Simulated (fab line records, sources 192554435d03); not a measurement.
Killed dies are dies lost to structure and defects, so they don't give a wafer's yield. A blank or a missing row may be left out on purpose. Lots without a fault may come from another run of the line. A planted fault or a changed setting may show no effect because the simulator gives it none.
Which tool did it? | flow n5_finfet | 11 lots, 33 wafers sampled, at 3 steps of a route of 1938

WHAT THE GAUGES READ, wafer by wafer
N5_BEOL_M5_THK_MEAS_01.
lot  | measured     | on            | M5_ILD_THK (nm)
L661 | day 7 16:11  | film_metro-02 | 118.5 120.0 124.1
L662 | day 8 00:36  | film_metro-02 | 118.0 118.8 120.3
L663 | day 8 07:01  | film_metro-01 | 120.9 117.8 119.8
L666 | day 8 22:11  | film_metro-01 | 105.5 108.2 112.3
L667 | day 9 05:52  | film_metro-01 | 107.9 105.8 109.7
L674 | day 11 09:22 | film_metro-02 | 122.0 122.9 122.3
L678 | day 12 14:29 | film_metro-02 | 118.8 120.6 121.1
L679 | day 12 18:38 | film_metro-02 | 121.2 120.4 122.3
L680 | day 13 01:20 | film_metro-01 | 119.3 122.7 121.4
L682 | day 13 16:13 | film_metro-02 | 117.9 118.3 120.0
L683 | day 13 17:10 | film_metro-01 | 120.3 119.9 119.3

WHICH TOOL RAN EACH LOT (tool, then ch and the chambers of the sampled wafers, then the start)
lot  | N5_BEOL_M4_PRE_CLEAN_60          | N5_BEOL_M5_ILD_DEP_00
L661 | cvd_co-01 ch 1,2, day 7 14:21    | pecvd-04 ch 0,1, day 7 15:37
L662 | cvd_co-01 ch 0,2, day 7 22:47    | pecvd-03 ch 0,2, day 8 00:02
L663 | cvd_co-02 ch 0,1, day 8 05:09    | pecvd-01 ch 0,1, day 8 06:26
L666 | cvd_co-01 ch 0,1,2, day 8 20:22  | pecvd-03 ch 1,2, day 8 21:36
L667 | cvd_co-02 ch 0,1,2, day 9 04:02  | pecvd-03 ch 0,1,2, day 9 05:17
L674 | cvd_co-01 ch 0,2, day 11 07:32   | pecvd-01 ch 0,1,2, day 11 08:47
L678 | cvd_co-01 ch 1,2, day 12 12:39   | pecvd-04 ch 0,1, day 12 13:55
L679 | cvd_co-02 ch 0,2, day 12 16:50   | pecvd-01 ch 0,1,2, day 12 18:04
L680 | cvd_co-02 ch 1,2, day 12 23:31   | pecvd-01 ch 0,1, day 13 00:46
L682 | cvd_co-01 ch 0,1,2, day 13 13:55 | pecvd-03 ch 0,1, day 13 15:10
L683 | cvd_co-02 ch 0,1,2, day 13 15:21 | pecvd-03 ch 0,1,2, day 13 16:35
- N5_BEOL_M4_PRE_CLEAN_60: time 15 s.
- N5_BEOL_M5_ILD_DEP_00: deposits SiCOH lowk from DEMS/porogen, target thk 140.64 nm, time 25.9 s.

THE ANSWER, worked out from the rows above alone
Rule: what is usual is taken from the lots themselves. Put in order of their means at a reading, lots are off if they are a third of the lots or fewer, leave a main group of 4 or more, and stand apart from it by a gap of 3 or more times the standard deviation of the main group's means; of several such gaps the widest counts. A main group whose means are all the same, to the digits that the tables above print for the reading, isn't used. A lot without any number at a reading at which 4 lots or more have one is off too. The other lots that the step has rows for count as sound.
Off: L666, L667, at N5_BEOL_M5_THK_MEAS_01 (M5_ILD_THK). The main group: mean 120.3 nm, standard deviation 1.1.
A tool fits if, at a process step before that reading, it ran every lot that is off, and no sound lot after the first of them. The gauges at N5_BEOL_M5_THK_MEAS_01 are tried like those tools. None of those tried fits.

WHAT THE SIMULATOR HAD PUT IN
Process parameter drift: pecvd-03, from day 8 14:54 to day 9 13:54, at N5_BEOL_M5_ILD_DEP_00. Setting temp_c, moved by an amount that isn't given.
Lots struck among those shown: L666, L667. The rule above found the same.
